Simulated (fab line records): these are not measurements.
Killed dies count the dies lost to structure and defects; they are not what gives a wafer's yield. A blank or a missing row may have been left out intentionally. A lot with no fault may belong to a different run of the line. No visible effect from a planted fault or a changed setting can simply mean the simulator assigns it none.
Chamber matching | flow nand-harc | NHARC_A_STAIRCASE_TRIM_222 on rie-diel-04 has 4 sister chambers
The step chemistry O2, time 211.2 s. 4 wafers are shown with their chamber, then 7 later ones without.

WAFERS WITH THEIR CHAMBER
wafer  | chamber | drypump-motor-current-A (A)
L600.3 | 1       | 5.80
L600.4 | 2       | 5.55
L604.2 | 3       | 5.25
L604.3 | 0       | 6.00

WAFERS WHOSE CHAMBER IS MISSING
wafer  | drypump-motor-current-A (A)
L604.4 | 5.53
L605.1 | 5.52
L605.2 | 5.77
L605.4 | 5.24
L609.3 | 5.25
L609.4 | 5.79
L609.6 | 5.53

WHICH CHAMBER EACH WENT THROUGH
wafer  | from the rows above | in truth
L604.4 | 2                   | 2
L605.1 | 2                   | 2
L605.2 | 1                   | 1
L605.4 | 3                   | 3
L609.3 | 3                   | 3
L609.4 | 1                   | 1
L609.6 | 2                   | 2
Correct placement for 7 of the 7. Can't be placed from these rows: 0. Number placed wrongly: 0.
How it was worked out, from the rows above alone: a wafer's distance from a chamber is the root of the sum, over the readings, of the square of ((its reading less the chamber's mean) divided by the reading's scatter). If the next closest chamber is less than 2 further off than the closest, the wafer can't be placed; otherwise it belongs to the closest. Each chamber's mean is taken over the wafers shown for it. The scatter: with one shown wafer a chamber, the root of the mean of the squares of how far each hidden wafer lies from its nearest shown one.
